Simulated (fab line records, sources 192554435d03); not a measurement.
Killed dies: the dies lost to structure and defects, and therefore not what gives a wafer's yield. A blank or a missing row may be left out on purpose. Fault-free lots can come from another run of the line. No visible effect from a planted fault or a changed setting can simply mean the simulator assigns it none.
What tool caused it? || flow n5Finfet || 10 lots with 27 wafers sampled at 5 steps, on a route of 1938 steps

== WHAT THE GAUGES SHOWED, per wafer ==
The record lacks any reading of a measuring or inspecting step that a usual standard deviation could be used to judge.

== WHICH TOOL RAN EACH LOT (tool, then ch and the chambers of the sampled wafers, then the start) ==
{"lot": "L778", "N5_BEOL_M7_ETCH_65": "rieDiel-03 ch 0,2, day 10 12:31", "N5_BEOL_M7_STRIP_36": "rieDiel-03 ch 0,2, day 10 12:41", "N5_BEOL_M7_ALD_77": "aldMetal-03 ch 0,1,2, day 10 15:19", "N5_BEOL_M7_CMP_52": "cmp-01 ch 0,1,3, day 10 16:40", "N5_PASSIVATION_PROBE_49": "-"}
{"lot": "L781", "N5_BEOL_M7_ETCH_65": "rieDiel-06 ch 1,3, day 10 20:25", "N5_BEOL_M7_STRIP_36": "rieDiel-06 ch 1,3, day 10 20:35", "N5_BEOL_M7_ALD_77": "aldMetal-03 ch 0,2, day 10 21:58", "N5_BEOL_M7_CMP_52": "cmp-04 ch 0,2,3, day 10 23:15", "N5_PASSIVATION_PROBE_49": "-"}
{"lot": "L782", "N5_BEOL_M7_ETCH_65": "rieDiel-03 ch 1,2,3, day 11 11:34", "N5_BEOL_M7_STRIP_36": "rieDiel-03 ch 1,2,3, day 11 11:45", "N5_BEOL_M7_ALD_77": "aldMetal-01 ch 1,2, day 11 12:58", "N5_BEOL_M7_CMP_52": "cmp-02 ch 0,2,3, day 11 14:14", "N5_PASSIVATION_PROBE_49": "-"}
{"lot": "L783", "N5_BEOL_M7_ETCH_65": "rieDiel-06 ch 0,3, day 11 11:44", "N5_BEOL_M7_STRIP_36": "rieDiel-06 ch 0,3, day 11 11:55", "N5_BEOL_M7_ALD_77": "aldMetal-02 ch 0,1, day 11 13:06", "N5_BEOL_M7_CMP_52": "cmp-02 ch 1,3, day 11 14:32", "N5_PASSIVATION_PROBE_49": "-"}
{"lot": "L789", "N5_BEOL_M7_ETCH_65": "rieDiel-01 ch 2, day 12 21:40", "N5_BEOL_M7_STRIP_36": "rieDiel-01 ch 2, day 12 21:50", "N5_BEOL_M7_ALD_77": "aldMetal-03 ch 0,3, day 12 23:23", "N5_BEOL_M7_CMP_52": "cmp-01 ch 1,2, day 13 00:59", "N5_PASSIVATION_PROBE_49": "-"}
{"lot": "L787", "N5_BEOL_M7_ETCH_65": "rieDiel-01 ch 1, day 13 01:13", "N5_BEOL_M7_STRIP_36": "rieDiel-01 ch 1, day 13 01:24", "N5_BEOL_M7_ALD_77": "aldMetal-03 ch 1,3, day 13 04:32", "N5_BEOL_M7_CMP_52": "cmp-04 ch 0,1, day 13 06:08", "N5_PASSIVATION_PROBE_49": "-"}
{"lot": "L792", "N5_BEOL_M7_ETCH_65": "rieDiel-03 ch 0,2, day 14 08:48", "N5_BEOL_M7_STRIP_36": "rieDiel-03 ch 0,2, day 14 08:59", "N5_BEOL_M7_ALD_77": "aldMetal-03 ch 0,3, day 14 10:15", "N5_BEOL_M7_CMP_52": "cmp-04 ch 1, day 14 11:37", "N5_PASSIVATION_PROBE_49": "prober-02, day 18 10:14"}
{"lot": "L796", "N5_BEOL_M7_ETCH_65": "rieDiel-01 ch 1,3, day 14 11:08", "N5_BEOL_M7_STRIP_36": "rieDiel-01 ch 1,3, day 14 11:20", "N5_BEOL_M7_ALD_77": "aldMetal-02 ch 0,1,3, day 14 12:33", "N5_BEOL_M7_CMP_52": "cmp-01 ch 1,3, day 14 13:45", "N5_PASSIVATION_PROBE_49": "-"}
{"lot": "L797", "N5_BEOL_M7_ETCH_65": "rieDiel-06 ch 1,2, day 15 22:07", "N5_BEOL_M7_STRIP_36": "rieDiel-06 ch 1,2, day 15 22:17", "N5_BEOL_M7_ALD_77": "aldMetal-02 ch 0,2,3, day 16 00:13", "N5_BEOL_M7_CMP_52": "cmp-04 ch 2,3, day 16 01:27", "N5_PASSIVATION_PROBE_49": "-"}
{"lot": "L800", "N5_BEOL_M7_ETCH_65": "rieDiel-03 ch 1,3, day 16 04:26", "N5_BEOL_M7_STRIP_36": "rieDiel-03 ch 1,3, day 16 04:37", "N5_BEOL_M7_ALD_77": "aldMetal-02 ch 0,1,2, day 16 06:06", "N5_BEOL_M7_CMP_52": "cmp-04 ch 1,3, day 16 07:20", "N5_PASSIVATION_PROBE_49": "-"}
- N5_BEOL_M7_ETCH_65: etches SiARC in CF4, target depth 15.6 nm, time 26 s.
- N5_BEOL_M7_STRIP_36: strips in N2/H2.
- N5_BEOL_M7_ALD_77: deposits TaN, target thk 2 nm, pulse time 2 s, purge time 3 s.
- N5_BEOL_M7_CMP_52: polishes, stops on SiCOH lowk, t overpolish 6.9 s, target thk 80 nm.
- N5_PASSIVATION_PROBE_49

== WHAT THE TOOLS THEMSELVES READ (means of the sampled wafers that have a number; where no wafer has one, the mark that the record gives instead) ==
N5_BEOL_M7_ETCH_65. Usual: cf4FlowSccm 100.0 sccm, standard deviation 0.33; drypumpMotorCurrentA 5.6 A, standard deviation 0.54; etchRfOnTimeS 26.0 s, standard deviation 0.62; mfcArSccm 100.0 sccm, standard deviation 0.31; oesProductAu 0.66 a.u., standard deviation 0.055; rfVppV 184.0 V, standard deviation 1.1; showerheadPlenumPTorr 2.14 Torr, standard deviation 0.063; throttleValvePct 15.63 %, standard deviation 0.22.
{"lot": "L778", "tool": "rieDiel-03", "cf4FlowSccm (sccm)": 99.8, "drypumpMotorCurrentA (A)": 5.2, "etchRfOnTimeS (s)": 25.5, "mfcArSccm (sccm)": 100.0, "oesProductAu (a.u.)": 0.71, "rfVppV (V)": 184.2, "showerheadPlenumPTorr (Torr)": 2.16, "throttleValvePct (%)": 15.48, "flag": ""}
{"lot": "L781", "tool": "rieDiel-06", "cf4FlowSccm (sccm)": 100.2, "drypumpMotorCurrentA (A)": 5.7, "etchRfOnTimeS (s)": 26.4, "mfcArSccm (sccm)": 99.9, "oesProductAu (a.u.)": 0.68, "rfVppV (V)": 184.9, "showerheadPlenumPTorr (Torr)": 2.16, "throttleValvePct (%)": 15.61, "flag": ""}
{"lot": "L782", "tool": "rieDiel-03", "cf4FlowSccm (sccm)": 100.1, "drypumpMotorCurrentA (A)": 4.9, "etchRfOnTimeS (s)": 25.8, "mfcArSccm (sccm)": 100.1, "oesProductAu (a.u.)": 0.66, "rfVppV (V)": 183.7, "showerheadPlenumPTorr (Torr)": 2.09, "throttleValvePct (%)": 15.65, "flag": ""}
{"lot": "L783", "tool": "rieDiel-06", "cf4FlowSccm (sccm)": 99.9, "drypumpMotorCurrentA (A)": 6.2, "etchRfOnTimeS (s)": 26.7, "mfcArSccm (sccm)": 100.2, "oesProductAu (a.u.)": 0.67, "rfVppV (V)": 183.5, "showerheadPlenumPTorr (Torr)": 2.15, "throttleValvePct (%)": 15.42, "flag": ""}
{"lot": "L789", "tool": "rieDiel-01", "cf4FlowSccm (sccm)": 100.2, "drypumpMotorCurrentA (A)": 5.9, "etchRfOnTimeS (s)": 26.8, "mfcArSccm (sccm)": 100.2, "oesProductAu (a.u.)": 0.65, "rfVppV (V)": 185.2, "showerheadPlenumPTorr (Torr)": 2.23, "throttleValvePct (%)": 15.72, "flag": ""}
{"lot": "L787", "tool": "rieDiel-01", "cf4FlowSccm (sccm)": 99.8, "drypumpMotorCurrentA (A)": 5.8, "etchRfOnTimeS (s)": 25.9, "mfcArSccm (sccm)": 100.3, "oesProductAu (a.u.)": 0.60, "rfVppV (V)": 182.8, "showerheadPlenumPTorr (Torr)": 2.05, "throttleValvePct (%)": 15.89, "flag": ""}
{"lot": "L792", "tool": "rieDiel-03", "cf4FlowSccm (sccm)": 99.9, "drypumpMotorCurrentA (A)": 5.3, "etchRfOnTimeS (s)": 26.0, "mfcArSccm (sccm)": 100.0, "oesProductAu (a.u.)": 0.69, "rfVppV (V)": 184.8, "showerheadPlenumPTorr (Torr)": 2.16, "throttleValvePct (%)": 15.52, "flag": ""}
{"lot": "L796", "tool": "rieDiel-01", "cf4FlowSccm (sccm)": 99.9, "drypumpMotorCurrentA (A)": 6.1, "etchRfOnTimeS (s)": 25.6, "mfcArSccm (sccm)": 100.0, "oesProductAu (a.u.)": 0.67, "rfVppV (V)": 183.0, "showerheadPlenumPTorr (Torr)": 2.06, "throttleValvePct (%)": 15.53, "flag": ""}
{"lot": "L797", "tool": "rieDiel-06", "cf4FlowSccm (sccm)": 100.1, "drypumpMotorCurrentA (A)": 5.4, "etchRfOnTimeS (s)": 25.7, "mfcArSccm (sccm)": 100.2, "oesProductAu (a.u.)": 0.68, "rfVppV (V)": 184.5, "showerheadPlenumPTorr (Torr)": 2.19, "throttleValvePct (%)": 15.77, "flag": ""}
{"lot": "L800", "tool": "rieDiel-03", "cf4FlowSccm (sccm)": 100.2, "drypumpMotorCurrentA (A)": 4.9, "etchRfOnTimeS (s)": 25.6, "mfcArSccm (sccm)": 99.7, "oesProductAu (a.u.)": 0.65, "rfVppV (V)": 182.3, "showerheadPlenumPTorr (Torr)": 2.05, "throttleValvePct (%)": 15.81, "flag": ""}

N5_BEOL_M7_STRIP_36. Usual: biasPowerW 7.004 W, standard deviation 0.021; drypumpMotorCurrentA 5.6 A, standard deviation 0.54; oesProductAu 0.77 a.u., standard deviation 0.063; rfVppV 59.3 V, standard deviation 1.6; showerheadPlenumPTorr 2.53 Torr, standard deviation 0.077; throttleValvePct 23.66 %, standard deviation 0.29.
{"lot": "L778", "tool": "rieDiel-03", "biasPowerW (W)": 7.003, "drypumpMotorCurrentA (A)": 5.2, "oesProductAu (a.u.)": 0.83, "rfVppV (V)": 59.9, "showerheadPlenumPTorr (Torr)": 2.58, "throttleValvePct (%)": 23.67, "flag": ""}
{"lot": "L781", "tool": "rieDiel-06", "biasPowerW (W)": 6.993, "drypumpMotorCurrentA (A)": 5.7, "oesProductAu (a.u.)": 0.79, "rfVppV (V)": 58.4, "showerheadPlenumPTorr (Torr)": 2.54, "throttleValvePct (%)": 23.62, "flag": ""}
{"lot": "L782", "tool": "rieDiel-03", "biasPowerW (W)": 7.002, "drypumpMotorCurrentA (A)": 4.9, "oesProductAu (a.u.)": 0.77, "rfVppV (V)": 59.2, "showerheadPlenumPTorr (Torr)": 2.48, "throttleValvePct (%)": 23.91, "flag": ""}
{"lot": "L783", "tool": "rieDiel-06", "biasPowerW (W)": 6.994, "drypumpMotorCurrentA (A)": 6.2, "oesProductAu (a.u.)": 0.78, "rfVppV (V)": 59.5, "showerheadPlenumPTorr (Torr)": 2.54, "throttleValvePct (%)": 23.39, "flag": ""}
{"lot": "L789", "tool": "rieDiel-01", "biasPowerW (W)": 7.015, "drypumpMotorCurrentA (A)": 5.9, "oesProductAu (a.u.)": 0.74, "rfVppV (V)": 59.8, "showerheadPlenumPTorr (Torr)": 2.65, "throttleValvePct (%)": 23.43, "flag": ""}
{"lot": "L787", "tool": "rieDiel-01", "biasPowerW (W)": 6.963, "drypumpMotorCurrentA (A)": 5.8, "oesProductAu (a.u.)": 0.68, "rfVppV (V)": 59.6, "showerheadPlenumPTorr (Torr)": 2.42, "throttleValvePct (%)": 23.89, "flag": ""}
{"lot": "L792", "tool": "rieDiel-03", "biasPowerW (W)": 7.000, "drypumpMotorCurrentA (A)": 5.3, "oesProductAu (a.u.)": 0.81, "rfVppV (V)": 60.0, "showerheadPlenumPTorr (Torr)": 2.58, "throttleValvePct (%)": 23.66, "flag": ""}
{"lot": "L796", "tool": "rieDiel-01", "biasPowerW (W)": 7.037, "drypumpMotorCurrentA (A)": 6.1, "oesProductAu (a.u.)": 0.76, "rfVppV (V)": 60.5, "showerheadPlenumPTorr (Torr)": 2.44, "throttleValvePct (%)": 23.37, "flag": ""}
{"lot": "L797", "tool": "rieDiel-06", "biasPowerW (W)": 6.991, "drypumpMotorCurrentA (A)": 5.5, "oesProductAu (a.u.)": 0.79, "rfVppV (V)": 59.8, "showerheadPlenumPTorr (Torr)": 2.59, "throttleValvePct (%)": 23.86, "flag": ""}
{"lot": "L800", "tool": "rieDiel-03", "biasPowerW (W)": 6.994, "drypumpMotorCurrentA (A)": 4.9, "oesProductAu (a.u.)": 0.76, "rfVppV (V)": 58.9, "showerheadPlenumPTorr (Torr)": 2.43, "throttleValvePct (%)": 24.02, "flag": ""}

N5_BEOL_M7_ALD_77. Usual: heaterPowerW 401 W, standard deviation 44; susceptorTempC 274.99 C, standard deviation 0.18.
{"lot": "L778", "tool": "aldMetal-03", "heaterPowerW (W)": 427, "susceptorTempC (C)": 274.96, "flag": ""}
{"lot": "L781", "tool": "aldMetal-03", "heaterPowerW (W)": 426, "susceptorTempC (C)": 274.96, "flag": ""}
{"lot": "L782", "tool": "aldMetal-01", "heaterPowerW (W)": 394, "susceptorTempC (C)": 275.18, "flag": ""}
{"lot": "L783", "tool": "aldMetal-02", "heaterPowerW (W)": 352, "susceptorTempC (C)": 274.86, "flag": ""}
{"lot": "L789", "tool": "aldMetal-03", "heaterPowerW (W)": 426, "susceptorTempC (C)": 275.04, "flag": ""}
{"lot": "L787", "tool": "aldMetal-03", "heaterPowerW (W)": 402, "susceptorTempC (C)": 274.90, "flag": ""}
{"lot": "L792", "tool": "aldMetal-03", "heaterPowerW (W)": 413, "susceptorTempC (C)": 274.98, "flag": ""}
{"lot": "L796", "tool": "aldMetal-02", "heaterPowerW (W)": 375, "susceptorTempC (C)": 274.95, "flag": ""}
{"lot": "L797", "tool": "aldMetal-02", "heaterPowerW (W)": 385, "susceptorTempC (C)": 275.20, "flag": ""}
{"lot": "L800", "tool": "aldMetal-02", "heaterPowerW (W)": 355, "susceptorTempC (C)": 275.11, "flag": ""}

N5_BEOL_M7_CMP_52. Usual: edgeZonePressureFrac 1.000, standard deviation 0.005; motorCurrentA 6.1 A, standard deviation 0.75.
{"lot": "L778", "tool": "cmp-01", "edgeZonePressureFrac": 1.000, "motorCurrentA (A)": 6.2, "flag": ""}
{"lot": "L781", "tool": "cmp-04", "edgeZonePressureFrac": 0.996, "motorCurrentA (A)": 5.7, "flag": ""}
{"lot": "L782", "tool": "cmp-02", "edgeZonePressureFrac": 1.002, "motorCurrentA (A)": 6.7, "flag": ""}
{"lot": "L783", "tool": "cmp-02", "edgeZonePressureFrac": 0.998, "motorCurrentA (A)": 6.5, "flag": ""}
{"lot": "L789", "tool": "cmp-01", "edgeZonePressureFrac": 1.000, "motorCurrentA (A)": 5.2, "flag": ""}
{"lot": "L787", "tool": "cmp-04", "edgeZonePressureFrac": 0.998, "motorCurrentA (A)": 5.8, "flag": ""}
{"lot": "L792", "tool": "cmp-04", "edgeZonePressureFrac": 1.002, "motorCurrentA (A)": 6.6, "flag": ""}
{"lot": "L796", "tool": "cmp-01", "edgeZonePressureFrac": 0.994, "motorCurrentA (A)": 6.1, "flag": ""}
{"lot": "L797", "tool": "cmp-04", "edgeZonePressureFrac": 1.004, "motorCurrentA (A)": 5.8, "flag": ""}
{"lot": "L800", "tool": "cmp-04", "edgeZonePressureFrac": 0.999, "motorCurrentA (A)": 6.4, "flag": ""}

N5_PASSIVATION_PROBE_49. Usual: defectLimitedYield 91.6 %, standard deviation 1.4; killed_at_M0_to_M3 35, standard deviation 10; killed_at_M4_up 13, standard deviation 4.8; killedAtContacts 12, standard deviation 7.2; killedAtFrontEnd 36, standard deviation 12; killedAtOther 4, standard deviation 3.1; killedDies 100, standard deviation 17; killedOpen 66, standard deviation 13; killedShort 32, standard deviation 7.3; sort_bin_4_leakage 0.00 %, standard deviation 0.0099; sort_bin_5_function 5.0 %, standard deviation 0.94; sort_bin_6_memory 3.1 %, standard deviation 0.67; sort_bin_8_speed 0.01 %, standard deviation 0.047; sortNPass 1080, standard deviation 17; sortYieldPct 91.6 %, standard deviation 1.4.
{"lot": "L792", "tool": "prober-02", "defectLimitedYield (%)": 91.4, "killed_at_M0_to_M3": 34, "killed_at_M4_up": 19, "killedAtContacts": 15, "killedAtFrontEnd": 29, "killedAtOther": 5, "killedDies": 102, "killedOpen": 79, "killedShort": 22, "sort_bin_4_leakage (%)": 0.00, "sort_bin_5_function (%)": 5.3, "sort_bin_6_memory (%)": 3.2, "sort_bin_8_speed (%)": 0.00, "sortNPass": 1078, "sortYieldPct (%)": 91.4, "flag": ""}

== THE ANSWER, worked out from the rows above alone ==
Rule: lot off if the mean of its wafers having a number is beyond 3 standard deviations from the usual mean. A lot without any number at a reading at which 4 lots or more have one is off too. All remaining lots with rows at the step are treated as sound. After the gauges, taken in route order, come the tools' own readings; for these a lot's mean is taken, as printed above. The first step at which some lot is off is used, and at that step the reading that is off furthest; a lot without a number counts as furthest.
Across all readings shown, no lot is off: no conclusion can be drawn from this.

== WHAT THE SIMULATOR HAD PUT IN ==
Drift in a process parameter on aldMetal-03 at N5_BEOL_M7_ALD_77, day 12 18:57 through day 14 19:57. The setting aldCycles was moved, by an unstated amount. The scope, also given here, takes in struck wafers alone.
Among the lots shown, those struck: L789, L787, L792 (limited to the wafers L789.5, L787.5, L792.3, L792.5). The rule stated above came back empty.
